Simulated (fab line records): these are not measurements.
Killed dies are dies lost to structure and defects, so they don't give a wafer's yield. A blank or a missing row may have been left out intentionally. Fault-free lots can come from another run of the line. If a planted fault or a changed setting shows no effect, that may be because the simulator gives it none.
fab line records | flow n5Finfet | part 2 of 2: steps 5 to 6 of 6
record: lots: 21 wafers: 63 lastDay: 18
route steps=1938 shown BEOL_M10@1486 BEOL_M11@1549
lots that met no fault: from a run of the same line without faults
startH: hours from the record's first day to the start of the lot's first wafer shown | waitH: how many hours have passed since the lot's step before this one | " the same as in the row above | L1.1+2: several wafers, shown together as one row | - no value present, or no start provided | * or withheld: withheld | < > ~ a bound
route shown NAME@n: NAME is a module with steps in the file, n the number in the route of the first one | usual: average and standard deviation across the fault-free wafers | same: alike in all rows | chamber/n: place in a boat | sites: readings site by site | _std_site: standard deviation across them | _edge_site: inner sites' mean taken away from outer sites' mean | radiusMm: for every site, how far away it sits from the centre of the wafer | mask NAME#n: copy n | behind: the tool/chamber that last shaped the wafer | hold: what put the lot on hold/how long, in hours/how the hold closed | device: whichever transistor did not switch (one of n, p or np) | end of line: at the end of the route, the tests of the same wafers | a step given without rows: its recipe and nothing more | killed: at the first sort, the dies lost to defects and structure; wafer yield is something else | map: shows each die of a wafer: x if killed, . if not, _ if none is there
set.NAME: the setting the step ran with; set.NAME@STEP: the setting that earlier step ran with | model.NAME: the simulator's own value behind a step, which no gauge read
one table for each step of the route and one row for each wafer, over a sample of lots
services: the hour from which a tool's chamber was out of use, counted from the record's first day as startH (under 0 if before that day), plus the number of hours and why
== steps ==
step: N5_BEOL_M11_CD_MEAS_11
recipe: targetCdNm: 64.1 landingEnergyEv: 500 detector: seInlens polarity: opening
usual: cdNm: 64.1/0.6
columns lot.wafer tool chamber startH waitH cdNm
L074.3 cdSem-03 0 264.96 - 64.5
L074.4 " 0 " " 65.7
L074.5 " 0 " " 64.9
L075.3 cdSem-02 0 268.09 - 64.0
L075.4 " 0 " " 63.8
L075.6 " 0 " " 63.7
L079.1 cdSem-01 0 268.51 - 63.9
L079.3 " 0 " " 63.5
L079.5 " 0 " " 64.8
L082.1 cdSem-03 0 275.45 - 63.9
L082.4 " 0 " " 64.6
L082.5 " 0 " " 63.1
L081.1 cdSem-01 0 277.22 - 64.3
L081.3 " 0 " " 63.6
L081.6 " 0 " " 63.8
L077.1 cdSem-01 0 277.50 - 63.9
L077.3 " 0 " " 63.3
L077.6 " 0 " " 63.8
L080.1 cdSem-01 0 279.54 - 65.2
L080.4 " 0 " " 65.0
L080.5 " 0 " " 64.3
L078.1 cdSem-03 0 305.03 - 64.3
L078.4 " 0 " " 64.4
L078.5 " 0 " " 64.0
L084.2 cdSem-01 0 313.29 - 63.9
L084.5 " 0 " " 63.7
L084.6 " 0 " " 63.9
L086.2 cdSem-01 0 314.77 - 63.8
L086.3 " 0 " " 63.2
L086.6 " 0 " " 63.7
L085.2 cdSem-01 0 315.41 - 63.9
L085.3 " 0 " " 64.2
L085.5 " 0 " " 63.4
L089.1 cdSem-03 0 336.32 - 64.2
L089.3 " 0 " " 64.0
L089.5 " 0 " " 64.4
L088.1 cdSem-02 0 336.48 - 65.5
L088.2 " 0 " " 64.2
L088.3 " 0 " " 65.2
L087.3 cdSem-03 0 339.88 - 63.9
L087.4 " 0 " " 64.7
L087.5 " 0 " " 64.6
L090.1 cdSem-03 0 342.92 - 64.0
L090.2 " 0 " " 63.7
L090.6 " 0 " " 64.9
L091.1 cdSem-03 0 355.95 - 64.6
L091.4 " 0 " " 64.5
L091.5 " 0 " " 64.2
L092.2 cdSem-02 0 356.16 - 64.7
L092.4 " 0 " " 63.3
L092.6 " 0 " " 63.4
L094.1 cdSem-01 0 363.57 - 63.0
L094.2 " 0 " " 64.3
L094.4 " 0 " " 64.1
L095.4 cdSem-01 0 373.13 - 64.7
L095.5 " 0 " " 64.6
L095.6 " 0 " " 64.8
L097.2 cdSem-03 0 387.48 - 63.2
L097.3 " 0 " " 64.4
L097.6 " 0 " " 63.5
L096.1 cdSem-03 0 387.77 - 64.3
L096.3 " 0 " " 65.1
L096.5 " 0 " " 64.4
step: N5_BEOL_M11_ETCH_62
recipe: chemistry: N2/H2 target: SOC targetDepthA: 1100 overetchA: 220 maskMaterial: SiARC tempC: 40 timeS: 165 ionEnergyEv: 200 pressureMtorr: 30 sourceW: 840 biasW: 150 n2FlowSccm: 200 h2FlowSccm: 200
usual: drypumpMotorCurrentA: 5.7/0.31 h2FlowSccm: 199.9/0.54 oesProductAu: 0.67/0.079 rfVppV: 524.1/2.6 showerheadPlenumPTorr: 2.55/0.091 throttleValvePct: 17.80/0.21
columns lot.wafer tool chamber startH waitH drypumpMotorCurrentA h2FlowSccm oesProductAu rfHoursCounterH rfVppV showerheadPlenumPTorr throttleValvePct
L074.3 rieDiel-04 1 265.13 0.0 5.9 200.6 0.60 192 528.1 2.65 17.90
L074.4 " 2 " " 5.8 199.7 0.78 10 522.7 2.51 17.57
L074.5 " 3 " " 5.5 199.6 0.59 - 518.7 2.40 18.18
L075.3 rieDiel-02 1 268.26 0.0 5.9 200.0 0.80 3 525.8 2.62 17.40
L075.4 " 2 " " 5.7 199.3 0.79 - 526.1 2.61 17.61
L075.6 " 1 " " 5.8 199.2 0.80 - 524.2 2.62 17.41
L079.1 rieDiel-05 1 268.72 0.0 5.1 200.4 0.70 59 524.6 2.58 17.60
L079.3 " 2 " " 5.8 200.9 0.61 176 524.0 2.52 17.55
L079.5 " 3 " " 6.3 199.8 0.77 - 529.1 2.72 17.92
L082.1 rieDiel-05 0 275.84 0.0 5.3 200.7 0.61 194 521.8 2.51 17.71
L082.4 " 3 " " 6.3 199.7 0.77 23 528.3 2.72 17.91
L082.5 " 1 " " 5.1 200.5 0.70 - 525.4 2.58 17.62
L081.1 rieDiel-02 1 277.39 0.0 5.8 200.6 0.79 6 526.5 2.62 17.38
L081.3 " 0 " " 5.3 200.3 0.60 209 520.3 2.42 17.96
L081.6 " 0 " " 5.3 199.8 0.61 - 520.4 2.42 17.95
L077.1 rieDiel-05 2 277.67 0.0 5.9 199.4 0.60 178 523.2 2.52 17.58
L077.3 " 0 " " 5.3 200.3 0.61 194 523.8 2.51 17.69
L077.6 " 1 " " 5.1 199.1 0.69 - 524.8 2.58 17.60
L080.1 rieDiel-04 2 279.97 0.0 5.8 200.4 0.78 14 523.2 2.51 17.57
L080.4 " 1 " " 5.9 199.5 0.60 197 526.1 2.65 17.91
L080.5 " 1 " " 5.9 199.1 0.60 - 525.6 2.65 17.91
L078.1 rieDiel-04 2 305.59 0.0 5.8 200.5 0.75 23 522.4 2.51 17.58
L078.4 " 2 " " 5.8 200.4 0.75 - 522.9 2.51 17.58
L078.5 " 0 " " 5.7 198.8 0.59 - 521.7 2.50 18.11
L084.2 rieDiel-05 1 313.46 0.0 5.1 200.5 0.69 73 524.7 2.57 17.64
L084.5 " 3 " " 6.3 200.2 0.74 - 528.3 2.71 17.94
L084.6 " 0 " " 5.4 200.0 0.60 - 522.7 2.51 17.72
L086.2 rieDiel-02 3 314.94 0.0 5.5 199.5 0.74 30 522.1 2.48 17.85
L086.3 " 2 " " 5.7 199.6 0.75 29 526.0 2.61 17.63
L086.6 " 0 " " 5.3 199.7 0.60 - 521.4 2.42 17.97
L085.2 rieDiel-02 0 315.92 0.0 5.3 200.0 0.60 225 519.1 2.42 17.97
L085.3 " 2 " " 5.7 199.8 0.75 30 524.1 2.61 17.63
L085.5 " 0 " " 5.3 199.3 0.59 - 520.5 2.42 17.98
L089.1 rieDiel-02 1 336.49 0.0 5.9 200.0 0.75 24 524.3 2.61 17.42
L089.3 " 0 " " 5.3 200.4 0.59 234 520.3 2.41 17.98
L089.5 " 1 " " 5.9 200.3 0.75 - 525.0 2.61 17.44
L088.1 rieDiel-04 0 336.73 0.0 5.7 199.4 0.59 231 524.2 2.49 18.14
L088.2 " 1 " " 5.9 199.6 0.59 217 525.6 2.64 17.96
L088.3 " 3 " " 5.5 200.6 0.81 4 529.4 2.72 17.85
L087.3 rieDiel-04 1 340.27 0.0 5.9 199.0 0.59 219 526.6 2.64 17.95
L087.4 " 2 " " 5.8 199.8 0.73 37 521.6 2.50 17.60
L087.5 " 0 " " 5.7 199.8 0.59 - 522.6 2.49 18.12
L090.1 rieDiel-04 2 344.49 0.0 5.8 201.0 0.73 39 522.9 2.50 17.60
L090.2 " 3 " " 5.5 200.1 0.80 8 527.6 2.72 17.86
L090.6 " 2 " " 5.8 200.3 0.72 - 521.6 2.50 17.61
L091.1 rieDiel-02 2 356.45 0.0 5.7 199.8 0.73 45 525.6 2.60 17.67
L091.4 " 3 " " 5.5 200.2 0.71 46 520.8 2.47 17.87
L091.5 " 3 " " 5.5 199.7 0.72 - 522.5 2.47 17.87
L092.2 rieDiel-04 3 356.47 0.0 5.5 200.0 0.79 13 528.0 2.71 17.87
L092.4 " 0 " " 5.7 198.9 0.59 239 522.5 2.49 18.15
L092.6 " 0 " " 5.7 200.0 0.59 - 523.5 2.49 18.13
L094.1 rieDiel-05 3 363.74 0.0 6.3 199.7 0.74 49 529.7 2.71 17.96
L094.2 " 1 " " 5.1 200.1 0.68 85 525.2 2.57 17.65
L094.4 " 2 " " 5.9 199.3 0.60 200 522.0 2.51 17.60
L095.4 rieDiel-05 2 373.32 0.0 5.8 201.3 0.60 203 523.8 2.51 17.62
L095.5 " 2 " " 5.9 200.5 0.61 - 522.2 2.51 17.62
L095.6 " 3 " " 6.3 200.5 0.73 - 528.6 2.70 17.97
L097.2 rieDiel-04 3 387.65 0.0 5.5 200.2 0.77 22 528.1 2.71 17.89
L097.3 " 0 " " 5.7 199.3 0.58 249 522.6 2.49 18.17
L097.6 " 3 " " 5.5 201.3 0.77 - 527.8 2.71 17.89
L096.1 rieDiel-04 0 387.94 0.0 5.7 199.5 0.58 249 523.0 2.49 18.18
L096.3 " 2 " " 5.8 199.5 0.71 52 522.5 2.49 17.63
L096.5 " 3 " " 5.5 199.8 0.77 - 528.8 2.71 17.90
== services ==
columns tool chamber startH hours kind
uvCure-02 - 237.16 28.1 pm
rieDiel-01 0 238.87 - clean
rieDiel-04 2 240.24 10.5 repair
rieDiel-06 3 242.28 - clean
rieDiel-06 3 242.28 - consumableReplace:focusRing
rieDiel-06 3 242.28 19.6 scheduledDown
rieDiel-06 3 242.28 19.6 ventCycle
rieDiel-02 - 257.01 2.8 pm
rieDiel-02 3 261.30 17.6 repair
rieDiel-06 1 282.21 - clean
rieDiel-06 1 282.21 - consumableReplace:focusRing
rieDiel-06 1 282.21 13.8 scheduledDown
rieDiel-06 1 282.21 13.8 ventCycle
rieDiel-01 2 306.55 1.8 repair
rieDiel-02 1 307.24 11.4 repair
uvCure-02 - 316.90 6.8 repair
rieDiel-01 - 317.64 2.8 pm
uvCure-01 - 324.70 12.8 repair
uvCure-03 - 325.06 2.2 repair
rieDiel-05 - 330.98 14.6 pm
uvCure-02 - 332.43 1.0 pm
rieDiel-05 - 379.52 0.5 repair
rieDiel-02 3 381.15 5.7 repair
uvCure-01 - 384.01 2.3 repair
